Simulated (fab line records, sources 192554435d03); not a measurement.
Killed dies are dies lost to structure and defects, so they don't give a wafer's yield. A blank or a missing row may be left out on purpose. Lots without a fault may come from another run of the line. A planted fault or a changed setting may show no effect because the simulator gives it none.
Split-lot experiment | flow n5_finfet | 7 lots, 21 wafers read, on a route of 1938 steps

THE SPLIT
At N5_ZERO_LAYER_EXPOSE_08 (exposes mask ZERO, defocus 0 nm, target cd 2000 nm), the setting dose_mj was moved away from the recipe's 16.2 on 6 of the 21 wafers read, by -6.3% to +6.6%. The other wafers ran this setting at the recipe's value.

FROM THE SPLIT TO THE READING: what the file shows between them, 3 steps
- N5_ZERO_LAYER_PEB_09
- N5_ZERO_LAYER_DEVELOP_10: develop time 60 s
- N5_ZERO_LAYER_HARDBAKE_23: time 120 s

THE READING
cd_nm, in nm, at N5_ZERO_LAYER_CD_MEAS_11 (target cd 2000 nm). Fault-free wafers of this fab line usually give 2001.1 nm, standard deviation 2.7 nm.

wafer  | tool, chamber at the split | dose_mj as run | against the recipe | cd_nm, nm | against lot-mates on the recipe
L081.2 | krf_scanner-01, 0          | 16.2           | recipe             | 2002.9    | -
L081.3 | krf_scanner-01, 0          | 15.31          | -5.5%              | 1990.1    | -11.9
L081.6 | krf_scanner-01, 0          | 16.2           | recipe             | 2001.0    | -
L082.2 | krf_scanner-01, 0          | 16.2           | recipe             | 2002.6    | -
L082.3 | krf_scanner-01, 0          | 16.2           | recipe             | 1997.0    | -
L082.5 | krf_scanner-01, 0          | 16.2           | recipe             | 2000.5    | -
L087.1 | krf_scanner-02, 0          | 15.66          | -3.3%              | 1992.3    | -8.4
L087.3 | krf_scanner-02, 0          | 16.2           | recipe             | 2000.9    | -
L087.5 | krf_scanner-02, 0          | 16.2           | recipe             | 2000.5    | -
L088.1 | krf_scanner-02, 0          | 16.69          | +3.0%              | 2010.0    | +8.6
L088.4 | krf_scanner-02, 0          | 16.2           | recipe             | 2001.4    | -
L088.5 | krf_scanner-02, 0          | 16.69          | +3.0%              | 2007.1    | +5.7
L089.3 | krf_scanner-01, 0          | 17.27          | +6.6%              | 2012.9    | +13.8
L089.4 | krf_scanner-01, 0          | 16.2           | recipe             | 2001.3    | -
L089.5 | krf_scanner-01, 0          | 16.2           | recipe             | 1996.9    | -
L092.2 | krf_scanner-02, 0          | 15.18          | -6.3%              | 1992.2    | -8.1
L092.5 | krf_scanner-02, 0          | 16.2           | recipe             | 2002.4    | -
L092.6 | krf_scanner-02, 0          | 16.2           | recipe             | 1998.3    | -
L096.3 | krf_scanner-02, 0          | 16.2           | recipe             | 2005.1    | -
L096.4 | krf_scanner-02, 0          | 16.2           | recipe             | 2001.9    | -
L096.5 | krf_scanner-02, 0          | 16.2           | recipe             | 2001.5    | -

THE FIT
A straight line over all 21 wafers: cd_nm changes by +1.88 nm for each +1% of dose_mj; r = +0.92; the points scatter about the line by 2.2 nm.
The same after taking each lot's own level away (the mean of its wafers on the recipe; 21 wafers): +1.96 nm for each +1%; r = +0.94; scatter 2 nm.
On that fit, the largest move of dose_mj shifts the reading by 13 nm.
The lots' own levels span 1999.10 to 2002.83 nm, that is 1.4 times the standard deviation above.
So the lot-to-lot level changes the slope little: the two slopes agree.
Check: with one of the wafers moved furthest among these (+6.6%) left out of the fit, the line predicts +12.7 nm for it against its lot-mates. It came out at +13.8 nm against them.

OTHER SPLITS ON THESE WAFERS
These wafers also went through other splits before the reading. Each is held against what the fit with the lots' levels taken away leaves over:
other split on the same wafers | wafers away from the commonest value | r with cd_nm (lot level and that fit taken away)
N5_ZERO_LAYER_PECVD_02 time_s  | 7                                    | -0.17

THE WHOLE CHAIN: every reading that the file lists as answering this split, in the file's order
step                     | what it does             | reading                                                           | change (the file's fit)              | r (the file's)
N5_ZERO_LAYER_CD_MEAS_11 | target cd 2000 nm        | cd_nm                                                             | +1.92 nm for each +1% of the setting | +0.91
N5_ZERO_LAYER_DESCUM_16  | chemistry O2, time 7.9 s | ZERO_LAYER.cd_nm (the simulator's own value, which no gauge read) | +1.89 nm for each +1% of the setting | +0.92

THE FILE'S OWN FIT
cd_nm changes by +1.92 nm for each +1% of dose_mj, r = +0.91.
